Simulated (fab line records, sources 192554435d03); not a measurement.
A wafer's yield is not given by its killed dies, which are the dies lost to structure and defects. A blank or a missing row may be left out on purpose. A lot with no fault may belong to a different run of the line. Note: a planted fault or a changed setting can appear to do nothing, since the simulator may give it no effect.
fab line records	flow n5_finfet
[record] lots = 7	wafers = 21
route steps=1938 shown SD_EPI_N@268 ILD0@343 HKMG_FIN@402 GATE_CUT@479
start_h: hours from the record's first day to the start of the lot's first wafer shown	wait_h: how many hours have passed since the lot's step before this one	" the same as in the row above	L1.1+2: a single row standing in for several wafers	- no value, or no start was given	* or withheld: withheld	< > ~ a bound
route shown NAME@n: a module of which the file shows steps, and the number in the route of the first	usual: average and standard deviation across the fault-free wafers	same: alike in all rows	chamber/n: place in a boat	sites: the reading at each site	_std_site: standard deviation of those values	_edge_site: the outer-site mean with the inner-site mean subtracted	radius_mm: for every site, how far away it sits from the centre of the wafer	mask NAME#n: copy n	behind: the most recent tool/chamber to have shaped the wafer	hold: why the lot went on hold/how many hours it stayed there/how the hold came to an end	device: names the non-switching transistor (n, p or np)	end of line: tests of these same wafers at the route's end	a step given without rows: its recipe and nothing more	killed: dies that structure and defects cost at the first sort, which is not the same as the wafer's yield	map: per-die view of a wafer (x killed, . not killed, _ where there is no die)
set.NAME: the setting as run; set.NAME@STEP: as run at that earlier step	model.NAME: the simulator's own value behind a step, which no gauge read
one table per step and one row per wafer, for lots whose settings were changed on purpose
[[steps]]
[step N5_SD_EPI_N_PEB_07]
[recipe] peb_temp_c = 110	peb_time_s = 60	resist = CAR-ArF-block
lot.wafer	tool	chamber	start_h	wait_h	set.peb_time_s
L074.1+3+5	litho_track-04	0	50.97	0.1	60
L076.2+3+5	litho_track-01	0	61.18	0.0	73.1
L082.4	litho_track-01	0	99.63	0.0	63.93
L082.5+6	"	0	"	"	60
L083.1+3	litho_track-01	0	102.70	0.1	60
L083.5	"	0	"	"	63.72
L084.2+4	litho_track-03	0	111.82	0.0	48.76
L084.3	"	0	"	"	60
L088.1+3	litho_track-01	0	131.20	0.1	60
L088.2	"	0	"	"	47.62
L090.1	litho_track-01	0	144.70	0.1	53.54
L090.2+4	"	0	"	"	60
[step N5_SD_EPI_N_DEVELOP_08]
[recipe] develop_time_s = 30	developer = TMAH	resist = CAR-ArF-block	dev_temp_c = 23	rinse_liquid = diw	dry = air_spin
[step N5_SD_EPI_N_CD_MEAS_09]
[recipe] target_cd_nm = 120	landing_energy_ev = 500	detector = se_inlens
[usual] cd_nm = 119.7/0.73
lot.wafer	tool	chamber	start_h	wait_h	set.dose_mj@SD_EPI_N_EXPOSE_06	set.peb_time_s@SD_EPI_N_PEB_07	cd_nm
L074.1	cd_sem-01	0	51.04	-	39.75	60	120.9
L074.3	"	0	"	"	39.75	60	121.2
L074.5	"	0	"	"	39.75	60	120.9
L076.2	cd_sem-03	0	61.25	-	38.04	73.1	123.2
L076.3	"	0	"	"	38.04	73.1	123.4
L076.5	"	0	"	"	39.75	73.1	126.4
L082.4	cd_sem-03	0	99.70	-	42.56	63.93	125.8
L082.5	"	0	"	"	42.56	60	124.1
L082.6	"	0	"	"	39.75	60	120.1
L083.1	cd_sem-03	0	102.76	-	39.75	60	119.9
L083.3	"	0	"	"	39.75	60	119.6
L083.5	"	0	"	"	39.75	63.72	121.5
L084.2	cd_sem-01	0	111.89	-	38.87	48.76	110.1
L084.3	"	0	"	"	39.75	60	120.3
L084.4	"	0	"	"	39.75	48.76	110.9
L088.1	cd_sem-03	0	131.27	-	39.75	60	120.7
L088.2	"	0	"	"	41.21	47.62	114.1
L088.3	"	0	"	"	41.21	60	122.4
L090.1	cd_sem-03	0	144.77	-	38.49	53.54	113.7
L090.2	"	0	"	"	39.75	60	119.7
L090.4	"	0	"	"	38.49	60	117.7
[step N5_SD_EPI_N_DESCUM_14]
[recipe] chemistry = O2	time_s = 7.9	source_power_w = 50	bias_power_w = 20	pressure_mtorr = 20	rf_frequency_hz = 2.712e+07	temp_c = 40	resist = CAR-ArF-block	o2_flow_sccm = 225
lot.wafer	tool	chamber	start_h	wait_h	set.dose_mj@SD_EPI_N_EXPOSE_06	set.peb_time_s@SD_EPI_N_PEB_07	model.SD_EPI_N.cd_nm
L074.1	rie_diel-01	2	51.13	0.0	39.75	60	120.8
L074.3	"	0	"	"	39.75	60	121.4
L074.5	"	3	"	"	39.75	60	120.6
L076.2	rie_diel-01	1	61.34	0.0	38.04	73.1	123.2
L076.3	"	3	"	"	38.04	73.1	123.6
L076.5	"	1	"	"	39.75	73.1	126.4
L082.4	rie_diel-06	0	99.79	0.0	42.56	63.93	126.4
L082.5	"	3	"	"	42.56	60	124
L082.6	"	2	"	"	39.75	60	120.2
L083.1	rie_diel-05	2	102.91	0.1	39.75	60	119.8
L083.3	"	0	"	"	39.75	60	120
L083.5	"	1	"	"	39.75	63.72	121.8
L084.2	rie_diel-05	2	112.54	0.6	38.87	48.76	110
L084.3	"	0	"	"	39.75	60	120.4
L084.4	"	1	"	"	39.75	48.76	111
L088.1	rie_diel-05	1	132.15	0.8	39.75	60	121
L088.2	"	3	"	"	41.21	47.62	113.8
L088.3	"	0	"	"	41.21	60	122.4
L090.1	rie_diel-01	1	145.67	0.8	38.49	53.54	113.4
L090.2	"	0	"	"	39.75	60	120
L090.4	"	2	"	"	38.49	60	117.6
[step N5_SD_EPI_N_ETCH_34]
[recipe] chemistry = CF4	target = SiARC	target_depth_a = 455	mask_material = CAR-ArF-block	time_s = 75.8	ion_energy_ev = 80	pressure_mtorr = 40	source_w = 545	bias_w = 36	Ar_flow_sccm = 100	cf4_flow_sccm = 100	ends = cleared
lot.wafer	tool	chamber	start_h	wait_h	set.dose_mj@SD_EPI_N_EXPOSE_06	set.peb_time_s@SD_EPI_N_PEB_07	model.SD_EPI_N.cd_nm
L074.1	rie_diel-01	2	51.16	0.0	39.75	60	121
L074.3	"	0	"	"	39.75	60	121.2
L074.5	"	3	"	"	39.75	60	120.6
L076.2	rie_diel-01	1	61.37	0.0	38.04	73.1	123.6
L076.3	"	3	"	"	38.04	73.1	123.8
L076.5	"	1	"	"	39.75	73.1	126.8
L082.4	rie_diel-06	0	99.82	0.0	42.56	63.93	126.6
L082.5	"	3	"	"	42.56	60	124
L082.6	"	2	"	"	39.75	60	120.4
L083.1+3	rie_diel-05	2,0	102.95	0.0	39.75	60	120
L083.5	"	1	"	"	39.75	63.72	122
L084.2	rie_diel-05	2	112.57	0.0	38.87	48.76	110.2
L084.3	"	0	"	"	39.75	60	120.6
L084.4	"	1	"	"	39.75	48.76	111
L088.1	rie_diel-05	1	132.18	0.0	39.75	60	120.8
L088.2	"	3	"	"	41.21	47.62	113.2
L088.3	"	0	"	"	41.21	60	122.4
L090.1	rie_diel-01	1	145.70	0.0	38.49	53.54	113.6
L090.2	"	0	"	"	39.75	60	120.2
L090.4	"	2	"	"	38.49	60	117.8
[step N5_SD_EPI_N_ETCH_35]
[recipe] chemistry = N2/H2	target = SOC	overetch_a = 1080	mask_material = SiARC	temp_c = 40	ion_energy_ev = 100	source_w = 3000	bias_w = 133	pressure_mtorr = 20	time_s = 486	n2_flow_sccm = 200	h2_flow_sccm = 200
lot.wafer	tool	chamber	start_h	wait_h	set.peb_time_s@SD_EPI_N_PEB_07	model.SD_EPI_N.cd_nm
L074.1	rie_diel-01	2	51.22	0.0	60	121
L074.3	"	0	"	"	60	121.4
L074.5	"	3	"	"	60	120.8
L076.2	rie_diel-01	1	61.43	0.0	73.1	124
L076.3	"	3	"	"	73.1	122
L076.5	"	1	"	"	73.1	127.4
L082.4	rie_diel-06	0	99.88	0.0	63.93	126.8
L082.5	"	3	"	"	60	124.4
L082.6	"	2	"	"	60	121
L083.1	rie_diel-05	2	103.00	0.0	60	120
L083.3	"	0	"	"	60	118.8
L083.5	"	1	"	"	63.72	122
L084.2	rie_diel-05	2	112.63	0.0	48.76	111.4
L084.3	"	0	"	"	60	121
L084.4	"	1	"	"	48.76	111.6
L088.1	rie_diel-05	1	132.24	0.0	60	120.8
L088.2	"	3	"	"	47.62	113.4
L088.3	"	0	"	"	60	121.6
L090.1	rie_diel-01	1	145.76	0.0	53.54	114.8
L090.2	"	0	"	"	60	120
L090.4	"	2	"	"	60	117.8
[step N5_SD_EPI_N_STRIP_36]
[recipe] chemistry = N2/H2	temp_c = 40	n2_flow_sccm = 200	h2_flow_sccm = 200	rf_frequency_hz = 6e+07
[step N5_SD_EPI_N_ETCHBACK_44]
[recipe] chemistry = CH3F/O2	mode = anisotropic_etchback	target = SiNx	target_depth_a = 145	stop_on = SiO2	over_etch_frac = 0.3	ion_energy_ev = 120	pressure_mtorr = 30	source_w = 395	bias_w = 73	Ar_flow_sccm = 150	CH3F_flow_sccm = 30	O2_flow_sccm = 20
lot.wafer	tool	chamber	start_h	wait_h	set.peb_time_s@SD_EPI_N_PEB_07	model.SD_EPI_N.cd_nm
L074.1	rie_diel-01	2	51.54	0.0	60	121
L074.3	"	0	"	"	60	121.4
L074.5	"	3	"	"	60	120.8
L076.2	rie_diel-01	1	61.75	0.0	73.1	124
L076.3	"	3	"	"	73.1	122.2
L076.5	"	1	"	"	73.1	127.4
L082.4	rie_diel-06	0	100.20	0.0	63.93	126.8
L082.5	"	3	"	"	60	124.4
L082.6	"	2	"	"	60	121
L083.1	rie_diel-05	2	103.33	0.0	60	120
L083.3	"	0	"	"	60	118.6
L083.5	"	1	"	"	63.72	122
L084.2+4	rie_diel-05	2,1	112.95	0.0	48.76	111.6
L084.3	"	0	"	"	60	120.8
L088.1	rie_diel-05	1	132.56	0.0	60	120.8
L088.2	"	3	"	"	47.62	113.6
L088.3	"	0	"	"	60	121.6
L090.1	rie_diel-01	1	146.08	0.0	53.54	114.8
L090.2	"	0	"	"	60	120
L090.4	"	2	"	"	60	117.8
[step N5_SD_EPI_N_ETCH_16]
[recipe] chemistry = CHF3/O2	target = SiO2	target_depth_a = 50	mask_material = SOC	pressure_mtorr = 30	source_w = 650	bias_w = 170	Ar_flow_sccm = 200	CHF3_flow_sccm = 50	O2_flow_sccm = 5	ion_energy_ev = 200
lot.wafer	tool	chamber	start_h	wait_h	set.target_depth_a	model.etch.depth_nm
L074.1	rie_diel-01	2	51.74	0.1	50	5.072
L074.3	"	0	"	"	50	5.112
L074.5	"	3	"	"	50	5.012
L076.2	rie_diel-01	1	61.95	0.1	50	5.117
L076.3	"	3	"	"	50	4.978
L076.5	"	1	"	"	47.14	4.839
L082.4	rie_diel-06	0	100.40	0.1	50	4.96
L082.5	"	3	"	"	50	5.029
L082.6	"	2	"	"	50	5.051
L083.1	rie_diel-05	2	103.53	0.1	50	5.12
L083.3	"	0	"	"	45.68	4.657
L083.5	"	1	"	"	45.68	4.679
L084.2	rie_diel-05	2	113.15	0.1	50	5.012
L084.3	"	0	"	"	54.23	5.504
L084.4	"	1	"	"	50	5.096
L088.1	rie_diel-05	1	132.76	0.1	50	5.178
L088.2	"	3	"	"	53.21	5.414
L088.3	"	0	"	"	50	5.127
L090.1	rie_diel-01	1	146.28	0.1	50	5.101
L090.2	"	0	"	"	50	5.084
L090.4	"	2	"	"	50	5.184
[step N5_SD_EPI_N_EPI_21]
[recipe] material = Si:P	dopant = P	temp_c = 680	pressure_torr = 255	time_s = 690
lot.wafer	tool	chamber	start_h	wait_h	set.time_s	model.Si-P_of_SD_EPI_N_EPI_21.thk_nm
L074.1+3	epi_rpcvd-04	0	52.80	0.1	690	59.6
L074.5	"	0	53.92	1.1	690	59.8
L076.2	epi_rpcvd-04	0	63.29	0.4	745.4	62.2
L076.3	"	0	"	"	690	59.4
L076.5	"	0	"	"	745.4	63.2
L082.4	epi_rpcvd-01	0	102.44	0.9	604.1	54.4
L082.5	"	0	"	"	604.1	54.2
L082.6	"	0	"	"	690	59
L083.1	epi_rpcvd-04	0	104.61	0.1	690	58.4
L083.3	"	0	"	"	690	58.8
L083.5	"	0	"	"	690	59.2
L084.2	epi_rpcvd-01	0	114.49	0.4	690	58.6
L084.3	"	0	"	"	690	58.2
L084.4	"	0	"	"	690	57.8
L088.1	epi_rpcvd-04	0	133.85	0.1	690	58.6
L088.2	"	0	"	"	690	57.8
L088.3	"	0	"	"	690	58.8
L090.1	epi_rpcvd-04	0	147.34	0.1	690	58
L090.2+4	"	0	"	"	690	57.8
[step N5_SD_EPI_N_PRECLEAN_24]
[recipe] chemistry = O3/DIW	time_s = 60	temp_c = 22	o3_ppm = 10
lot.wafer	tool	chamber	start_h	wait_h	set.time_s@SD_EPI_N_EPI_21	model.Si-P_of_SD_EPI_N_EPI_21.thk_nm
L074.1+3	wet_bench-01	3,5	54.55	0.0	690	59.2
L074.5	"	2	"	"	690	59.4
L076.2	wet_bench-05	0	64.76	0.0	745.4	61.8
L076.3	"	1	"	"	690	59
L076.5	"	3	"	"	745.4	62.8
L082.4	wet_bench-05	7	103.35	0.0	604.1	54.2
L082.5	"	2	"	"	604.1	53.8
L082.6	"	3	"	"	690	58.6
L083.1	wet_bench-01	0	106.36	0.0	690	58
L083.3	"	3	"	"	690	58.4
L083.5	"	7	"	"	690	58.8
L084.2	wet_bench-01	4	115.97	0.0	690	58.2
L084.3	"	1	"	"	690	57.8
L084.4	"	7	"	"	690	57.4
L088.1	wet_bench-05	0	135.61	0.0	690	58.2
L088.2	"	1	"	"	690	57.4
L088.3	"	5	"	"	690	58.4
L090.1	wet_bench-06	0	149.09	0.0	690	57.6
L090.2+4	"	3,2	"	"	690	57.4
[step N5_ILD0_ALD_15]
[recipe] material = SiNx	target_thk_a = 240	temp_c = 400	ald_precursor_family = SiH2I2	ald_co_reactant = N2/H2-plasma	pulse_time_s = 1	ald_cycles = 480	purge_time_s = 2	co_reactant_purge_time_s = 2	pressure_torr = 2
lot.wafer	tool	chamber	start_h	wait_h	set.ald_cycles	model.SiNx_of_ILD0_ALD_15.thk_nm
L074.1	ald_sin-03	2	63.80	0.6	480	23.8
L074.3+5	"	3	"	"	480	24
L076.2+3	ald_sin-02	0,3	74.94	0.5	480	24
L076.5	"	2	76.02	1.2	480	24.2
L082.4+6	ald_sin-03	3,0	112.65	0.2	480	24
L082.5	"	1	113.74	1.2	422	21.2
L083.1	ald_sin-01	0	115.78	0.6	480	24
L083.3+5	"	3,2	"	"	549	27.4
L084.2	ald_sin-03	1	125.83	0.5	538	26.8
L084.3+4	"	3,2	"	"	480	24
L088.1	ald_sin-01	1	145.44	0.6	480	24
L088.2+3	"	0,3	"	"	480	23.8
L090.1	ald_sin-01	1	158.93	0.6	551	27.6
L090.2	"	2	"	"	480	24.2
L090.4	"	0	"	"	551	27.4
[step N5_HKMG_FIN_ETCH_54]
[recipe] chemistry = CF4	target = SiARC	target_depth_a = 455	mask_material = CAR-ArF	time_s = 75.8	ion_energy_ev = 80	pressure_mtorr = 40	source_w = 545	bias_w = 36	Ar_flow_sccm = 100	cf4_flow_sccm = 100	ends = cleared
[usual] rf_vpp_V = 184.5/1.1
lot.wafer	tool	chamber	start_h	wait_h	set.bias_w	rf_vpp_V
L074.1	rie_diel-01	3	72.63	0.0	36	183.9
L074.3	"	0	"	"	36	186.4
L074.5	"	0	"	"	36	185.7
L076.2	rie_diel-05	2	83.47	0.0	38.12	190.8
L076.3	"	0	"	"	36	185.8
L076.5	"	3	"	"	36	184.0
L082.4	rie_diel-01	3	122.59	0.0	31.73	170.5
L082.5	"	3	"	"	36	186.1
L082.6	"	0	"	"	36	184.7
L083.1	rie_diel-06	3	124.83	0.0	38.6	193.6
L083.3	"	0	"	"	36	182.9
L083.5	"	1	"	"	38.6	189.9
L084.2	rie_diel-05	3	136.85	0.0	36	185.9
L084.3	"	1	"	"	36	183.2
L084.4	"	2	"	"	36	185.4
L088.1	rie_diel-05	3	154.88	0.0	32.44	173.3
L088.2	"	1	"	"	36	183.8
L088.3	"	2	"	"	36	184.6
L090.1	rie_diel-06	1	167.61	0.0	36	182.8
L090.2	"	2	"	"	36	186.7
L090.4	"	1	"	"	36	184.3
[step N5_HKMG_FIN_ETCH_58]
[recipe] chemistry = N2/H2	target = SOC	target_depth_a = 2158	ion_energy_ev = 50	bias_w = 13	time_s = 741	pressure_mtorr = 30	source_w = 875	n2_flow_sccm = 200	h2_flow_sccm = 200
[usual] rf_vpp_V = 99.4/0.92
lot.wafer	tool	chamber	start_h	wait_h	set.source_w	rf_vpp_V	model.SOC_of_HKMG_FIN_COAT_41.thk_nm	model.etch.depth_nm	model.HKMG_FIN.feature_depth_nm
L074.1	rie_diel-01	3	72.90	0.0	875	100.9	84	216.4	216.4
L074.3	"	0	"	"	875	99.6	77.4	223	223
L074.5	"	0	"	"	875	99.3	77.8	223.5	223.6
L076.2	rie_diel-05	2	83.73	0.0	875	99.3	75.4	224.2	224.2
L076.3	"	0	"	"	875	98.8	80.6	219	219
L076.5	"	3	"	"	875	99.5	79.6	220.1	220.2
L082.4	rie_diel-01	3	122.85	0.0	875	98.8	86.4	214.8	214.8
L082.5	"	3	"	"	875	99.8	82.6	218.4	218.4
L082.6	"	0	"	"	875	100.6	78.8	221.5	221.4
L083.1	rie_diel-06	3	125.10	0.0	875	98.3	83.2	216.5	216.6
L083.3	"	0	"	"	875	99.2	83.2	215.8	215.8
L083.5	"	1	"	"	875	98.7	89	210.8	210.8
L084.2	rie_diel-05	3	137.12	0.0	875	99.5	78.8	219.5	219.6
L084.3	"	1	"	"	875	99.3	82	216.7	216.6
L084.4	"	2	"	"	875	99.2	76	222.6	222.6
L088.1	rie_diel-05	3	155.15	0.0	759.5	104.3	107.4	193.3	193.4
L088.2	"	1	"	"	759.5	105.2	106.6	193.8	193.8
L088.3	"	2	"	"	875	98.6	75.6	225.3	225.2
L090.1	rie_diel-06	1	167.87	0.0	875	98.5	90	209.7	209.6
L090.2	"	2	"	"	804.5	103.5	99.6	200.5	200.6
L090.4	"	1	"	"	875	97.1	91.8	208.2	208.2
[step N5_GATE_CUT_COAT_35]
[recipe] resist = SiARC	temp_c = 220	time_s = 60	spin_rpm = 1500	resist_thk_nm = 10
lot.wafer	tool	chamber	start_h	wait_h	set.spin_rpm	model.SiARC_of_GATE_CUT_COAT_35.thk_nm
L074.1+3+5	litho_track-05	0	-	-	1500	10
L076.2+3	litho_track-03	0	-	-	1604	9.6
L076.5	"	0	"	"	1500	10
L082.4+6	litho_track-03	0	-	-	1612	9.6
L082.5	"	0	"	"	1500	10
L083.1+3+5	litho_track-03	0	-	-	1500	10
L084.2+4	litho_track-02	0	-	-	1347	10.6
L084.3	"	0	"	"	1500	10
L088.1+2	litho_track-03	0	-	-	1500	10
L088.3	"	0	"	"	1598	9.6
L090.1+2+4	litho_track-02	0	-	-	1500	10
[[key]]
[split] step = N5_SD_EPI_N_PEB_07	setting = peb_time_s	stated = 60	by = wafer
[response] step = N5_SD_EPI_N_CD_MEAS_09	reading = cd_nm	change = +0.437	per = 1%	r = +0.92
[response] step = N5_SD_EPI_N_DESCUM_14	reading = model.SD_EPI_N.cd_nm	change = +0.458	per = 1%	r = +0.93
[response] step = N5_SD_EPI_N_ETCH_34	reading = model.SD_EPI_N.cd_nm	change = +0.472	per = 1%	r = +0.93
[response] step = N5_SD_EPI_N_ETCH_35	reading = model.SD_EPI_N.cd_nm	change = +0.437	per = 1%	r = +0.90
[response] step = N5_SD_EPI_N_ETCHBACK_44	reading = model.SD_EPI_N.cd_nm	change = +0.428	per = 1%	r = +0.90
[split] step = N5_SD_EPI_N_ETCH_16	setting = target_depth_a	stated = 50	by = wafer
[response] step = N5_SD_EPI_N_ETCH_16	reading = model.etch.depth_nm	change = +0.0481	per = 1%	r = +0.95
[split] step = N5_SD_EPI_N_EPI_21	setting = time_s	stated = 690	by = wafer
[response] step = N5_SD_EPI_N_EPI_21	reading = model.Si-P_of_SD_EPI_N_EPI_21.thk_nm	change = +0.387	per = 1%	r = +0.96
[response] step = N5_SD_EPI_N_PRECLEAN_24	reading = model.Si-P_of_SD_EPI_N_EPI_21.thk_nm	change = +0.382	per = 1%	r = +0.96
[split] step = N5_ILD0_ALD_15	setting = ald_cycles	stated = 480	by = wafer
[response] step = N5_ILD0_ALD_15	reading = model.SiNx_of_ILD0_ALD_15.thk_nm	change = +0.23	per = 1%	r = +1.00
[split] step = N5_HKMG_FIN_ETCH_54	setting = bias_w	stated = 36	by = wafer
[response] step = N5_HKMG_FIN_ETCH_54	reading = rf_vpp_V	change = +1.18	per = 1%	r = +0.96
[split] step = N5_HKMG_FIN_ETCH_58	setting = source_w	stated = 875	by = wafer
[response] step = N5_HKMG_FIN_ETCH_58	reading = rf_vpp_V	change = -0.533	per = 1%	r = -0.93
[response] step = N5_HKMG_FIN_ETCH_58	reading = model.SOC_of_HKMG_FIN_COAT_41.thk_nm	change = -2.03	per = 1%	r = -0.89
[response] step = N5_HKMG_FIN_ETCH_58	reading = model.etch.depth_nm	change = +2.03	per = 1%	r = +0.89
[response] step = N5_HKMG_FIN_ETCH_58	reading = model.HKMG_FIN.feature_depth_nm	change = +2.02	per = 1%	r = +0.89
[split] step = N5_GATE_CUT_COAT_35	setting = spin_rpm	stated = 1500	by = wafer
[response] step = N5_GATE_CUT_COAT_35	reading = model.SiARC_of_GATE_CUT_COAT_35.thk_nm	change = -0.0578	per = 1%	r = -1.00
split outside_this_file step=N5_SD_EPI_N_EXPOSE_06 setting=dose_mj
// split outside_this_file: this setting was split too, and the file shows its column; the key of that split is in another file
